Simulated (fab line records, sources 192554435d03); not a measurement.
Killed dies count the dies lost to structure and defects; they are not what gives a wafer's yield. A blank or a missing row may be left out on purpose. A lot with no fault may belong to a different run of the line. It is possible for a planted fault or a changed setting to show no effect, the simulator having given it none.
Chamber matching :: flow n5 finfet :: N5_FIN_SAQP_STRIP_70 on rie diel-01: 4 sister chambers
The step strips in N2/H2. 8 wafers are shown with their chamber, then 8 later ones without.

== WAFERS PAIRED WITH THEIR CHAMBERS ==
wafer: L081.2
chamber: 3
showerhead plenum p Torr (Torr): 3.34
oes product au (a.u.): 0.73

wafer: L084.3
chamber: 3
showerhead plenum p Torr (Torr): 3.33
oes product au (a.u.): 0.73

wafer: L088.2
chamber: 0
showerhead plenum p Torr (Torr): 3.50
oes product au (a.u.): 0.80

wafer: L088.6
chamber: 1
showerhead plenum p Torr (Torr): 3.20
oes product au (a.u.): 0.73

wafer: L089.3
chamber: 2
showerhead plenum p Torr (Torr): 3.43
oes product au (a.u.): 0.98

wafer: L089.4
chamber: 0
showerhead plenum p Torr (Torr): 3.50
oes product au (a.u.): 0.80

wafer: L089.6
chamber: 2
showerhead plenum p Torr (Torr): 3.43
oes product au (a.u.): 0.97

wafer: L093.1
chamber: 1
showerhead plenum p Torr (Torr): 3.19
oes product au (a.u.): 0.72

== WAFERS MISSING THEIR CHAMBER ==
wafer: L093.4
showerhead plenum p Torr (Torr): 3.43
oes product au (a.u.): 0.95

wafer: L093.5
showerhead plenum p Torr (Torr): 3.33
oes product au (a.u.): 0.72

wafer: L094.2
showerhead plenum p Torr (Torr): 3.43
oes product au (a.u.): 0.94

wafer: L094.5
showerhead plenum p Torr (Torr): 3.43
oes product au (a.u.): 0.95

wafer: L094.6
showerhead plenum p Torr (Torr): 3.19
oes product au (a.u.): 0.72

wafer: L095.1
showerhead plenum p Torr (Torr): 3.49
oes product au (a.u.): 0.78

wafer: L095.3
showerhead plenum p Torr (Torr): 3.43
oes product au (a.u.): 0.93

wafer: L095.4
showerhead plenum p Torr (Torr): 3.19
oes product au (a.u.): 0.73

== WHICH CHAMBER EACH WENT THROUGH ==
wafer: L093.4
from the rows above: 2
in truth: 2

wafer: L093.5
from the rows above: 3
in truth: 3

wafer: L094.2
from the rows above: 2
in truth: 2

wafer: L094.5
from the rows above: 2
in truth: 2

wafer: L094.6
from the rows above: 1
in truth: 1

wafer: L095.1
from the rows above: 0
in truth: 0

wafer: L095.3
from the rows above: 2
in truth: 2

wafer: L095.4
from the rows above: 1
in truth: 1
Correct placement for 8 of the 8. From these rows, 0 cannot be placed. Placed wrongly: 0.
How it was worked out, from the rows above alone: a wafer's distance from a chamber is the root of the sum, over the readings, of the square of ((its reading less the chamber's mean) divided by the reading's scatter). If the next closest chamber is less than 2 further off than the closest, the wafer can't be placed; otherwise it belongs to the closest. For every chamber, the mean is computed from those of its wafers that are shown. How the scatter is found: for the shown wafers, subtract from each reading the mean of its chamber, square and add these, divide the total by (wafers less chambers), then take the root.
